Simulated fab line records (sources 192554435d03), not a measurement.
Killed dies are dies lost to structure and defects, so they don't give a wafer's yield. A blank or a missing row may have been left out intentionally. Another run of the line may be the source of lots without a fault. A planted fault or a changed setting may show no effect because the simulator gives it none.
Matching of chambers    flow n5 finfet    N5_BEOL_M0_ALD_136 on ald metal-01 has 4 sister chambers
The step deposits TaN, pulse time 2 s, purge time 3 s, co reactant purge time 2 s. 4 wafers are shown with their chamber, then 9 later ones without.

== WAFERS PAIRED WITH THEIR CHAMBERS ==
wafer   chamber  heater power w (W)
L085.4  3        418
L086.2  2        437
L086.3  1        351
L086.4  0        466

== WAFERS MISSING THEIR CHAMBER ==
wafer   heater power w (W)
L087.1  350
L087.4  479
L087.6  473
L091.1  426
L091.3  345
L091.6  438
L095.4  343
L095.5  423
L095.6  479

== EACH ONE'S CHAMBER ==
wafer   from the rows above      in truth
L087.1  1                        1
L087.4  0                        0
L087.6  0                        0
L091.1  can't be placed: 3 or 2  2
L091.3  1                        1
L091.6  2                        2
L095.4  1                        1
L095.5  can't be placed: 3 or 2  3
L095.6  0                        0
7 of 9 placed correctly. From these rows, 2 cannot be placed; in 2 the true chamber is one of the candidates. Wrongly placed: 0.
How it was worked out, from the rows above alone: a wafer's distance from a chamber is the root of the sum, over the readings, of the square of ((its reading less the chamber's mean) divided by the reading's scatter). If the next closest chamber is less than 2 further off than the closest, the wafer can't be placed; otherwise it belongs to the closest. Each chamber's mean is taken over the wafers shown for it. The scatter: with one shown wafer a chamber, the root of the mean of the squares of how far each hidden wafer lies from its nearest shown one.
